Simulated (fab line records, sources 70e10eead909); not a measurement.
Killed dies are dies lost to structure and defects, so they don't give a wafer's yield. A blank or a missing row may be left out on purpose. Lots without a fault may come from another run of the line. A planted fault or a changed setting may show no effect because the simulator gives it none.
Problem report in the 8D (eight disciplines) form, filled by code | flow nand_harc | the parts of the form that need people (team, actions taken, sign-off) are left out

1. THE PROBLEM
cd_nm at NHARC_A_CHANNEL_HOLE_D1_CD_MEAS_10 reads a mean of 88.4 nm on 3 wafers of 2 lots; wafers without a fault read 99.9 nm with a standard deviation of 0.44. That is -26 standard deviations from the usual mean.
The step: target cd 100 nm.
First seen on wafer L887.2, day 9 19:46, on cd_sem-01. The record holds 41 wafers of 14 lots with a number at this step. Rule for "out", or "out of limits": more than 4 standard deviations from the usual mean. The other wafers with a number count as sound.

2. WHAT IT IS AND WHAT IT IS NOT
question                    | is                     | is not
which readings at this step | cd_nm                  | -
which lots                  | L887, L888             | L884, L886, L893, L896, L897, L898, L899, L901, L902, L903, L904, L905
which wafers of those lots  | L887.2, L888.1, L888.2 | L887.3, L888.4
read on which gauges        | cd_sem-01, cd_sem-03   | cd_sem-02
when                        | from day 9 19:46       | up to then (7 sound wafers); but 31 sound wafers of L888, L893, L896, L897, L898, L899, L901, L902, L903, L904, L905 came after

3. SUSPECTS, AND WHAT RULES EACH OUT
Counting: a tool at a process step up to the reading stays a suspect if it ran every lot that is out. Sound lots after the first of them don't rule it out here, since some wafers of a struck lot are sound.
- the gauge at NHARC_A_CHANNEL_HOLE_D1_CD_MEAS_10: ruled out. The wafers that are out were read on 2 gauges (cd_sem-01, cd_sem-03).
- litho_track-01 at NHARC_A_CHANNEL_HOLE_D1_PEB_08 (peb time 65 s): kept. It ran every lot that is out, first L887 (day 9 19:41); its last sound lot up to then is L884 (day 9 00:56). Its own readings are out on those wafers: heater_power_total_W.
Left after counting: litho_track-01 at NHARC_A_CHANNEL_HOLE_D1_PEB_08.

4. THE CAUSE (what the simulator had put in)
Process parameter drift: litho_track-01, from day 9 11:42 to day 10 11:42, at NHARC_A_CHANNEL_HOLE_D1_PEB_08. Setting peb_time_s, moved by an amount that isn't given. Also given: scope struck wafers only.
Counting left only this tool.

5. THE CHAIN OF EFFECTS, in route order
Each row: a reading whose mean over the struck wafers that have a number lies more than 3 standard deviations from the usual. Only readings for which the record gives a usual standard deviation are gone through. hours: the time from each lot's start at the first step in this table that gives one to its start at this step, as a median over the lots. sigmas: the change in usual standard deviations.
hours | step                               | reading                           | usual   | on struck wafers | change | sigmas
0     | NHARC_A_CHANNEL_HOLE_D1_PEB_08     | heater_power_total_W              | 156.6 W | 192.9            | +36.3  | +86
0     | NHARC_A_CHANNEL_HOLE_D1_CD_MEAS_10 | cd_nm                             | 99.9 nm | 88.4             | -11.5  | -26
16    | NHARC_A_CHANNEL_HOLE_D1_CD_MEAS_30 | cd_nm                             | 89.6 nm | 76.8             | -12.8  | -11
17    | NHARC_A_CHANNEL_HOLE_D1_XSEM_31    | bot_cd_nm                         | 74.1 nm | 61.3             | -12.8  | -9.2
384   | NHARC_END_WLT_00                   | VT_DECK1_BOTTOM                   | 0.869   | 0.825            | -0.044 | -6.9
384   | NHARC_END_WLT_00                   | VT_DECK1_BOTTOM_INNER             | 0.869   | 0.826            | -0.043 | -6.6
384   | NHARC_END_WLT_00                   | VT_DECK1_MEDIAN_NEAR_BOTTOM       | 0.870   | 0.830            | -0.040 | -6.1
384   | NHARC_END_WLT_00                   | VT_DECK1_MEDIAN_NEAR_BOTTOM_INNER | 0.870   | 0.820            | -0.050 | -6.9
384   | NHARC_END_WLT_00                   | VT_DECK1_MIDDLE                   | 0.883   | 0.842            | -0.041 | -7.2
384   | NHARC_END_WLT_00                   | VT_DECK1_MIDDLE_INNER             | 0.883   | 0.849            | -0.034 | -5.7
384   | NHARC_END_WLT_00                   | VT_DECK1_TOP                      | 0.895   | 0.865            | -0.030 | -5.1
384   | NHARC_END_WLT_00                   | VT_DECK1_TOP_INNER                | 0.895   | 0.865            | -0.030 | -5.1
The process steps in it:
- NHARC_A_CHANNEL_HOLE_D1_PEB_08: peb time 65 s.
- NHARC_A_CHANNEL_HOLE_D1_XSEM_31

6. WHAT WOULD HAVE CAUGHT IT SOONER
In this record the first reading out of limits at a measuring or inspecting step was taken at day 9 19:46, 8 hours after the fault began at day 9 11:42.
The tool's own readings at NHARC_A_CHANNEL_HOLE_D1_PEB_08 were out on every struck wafer that the step has a row for (heater_power_total_W): an alarm limit on them would have fired on the first of those.
Of the lots that are out (2), L888 began NHARC_A_CHANNEL_HOLE_D1_PEB_08 on litho_track-01 after day 9 19:46. A hold on the tool at that time would have spared it.
